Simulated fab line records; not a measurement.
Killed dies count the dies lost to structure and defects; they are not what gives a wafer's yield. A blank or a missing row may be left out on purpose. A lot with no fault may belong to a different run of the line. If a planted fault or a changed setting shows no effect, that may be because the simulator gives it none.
Chamber matching | flow nand-harc | cmp-01 running NHARC_A_CHANNEL_FILL_D1_CMP_10: 4 sister chambers
The step polishes, target thk 150 nm. 4 wafers are shown with their chamber, then 7 later ones without.

== WAFERS PAIRED WITH THEIR CHAMBERS ==
wafer  | chamber | motor-current-A (A)
L090.1 | 2       | 11.7
L090.4 | 1       | 12.7
L095.1 | 3       | 11.6
L095.2 | 0       | 12.0

== WAFERS WITHOUT THEIR CHAMBER ==
wafer  | motor-current-A (A)
L095.3 | 11.9
L096.1 | 11.2
L096.3 | 12.3
L096.4 | 11.3
L097.1 | 11.7
L097.4 | 12.2
L097.5 | 11.1

== WHICH CHAMBER EACH ONE RAN IN ==
wafer  | from the rows above               | in truth
L095.3 | can't be placed: 0 or 2 or 3      | 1
L096.1 | can't be placed: 3 or 2 or 0      | 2
L096.3 | can't be placed: 0 or 1 or 2 or 3 | 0
L096.4 | can't be placed: 3 or 2 or 0      | 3
L097.1 | can't be placed: 2 or 3 or 0      | 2
L097.4 | can't be placed: 0 or 1 or 2 or 3 | 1
L097.5 | can't be placed: 3 or 2 or 0      | 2
Correct placement for 0 of the 7. Cannot be placed on the basis of these rows: 7; the candidates contain the true chamber in 6. 0 placed wrongly.
How it was worked out, from the rows above alone: a wafer's distance from a chamber is the root of the sum, over the readings, of the square of ((its reading less the chamber's mean) divided by the reading's scatter). If the next closest chamber is less than 2 further off than the closest, the wafer can't be placed; otherwise it belongs to the closest. A chamber's mean is the mean of its shown wafers. The scatter (one wafer shown for each chamber): square how far every hidden wafer sits from the nearest shown wafer, average those squares and take the square root.
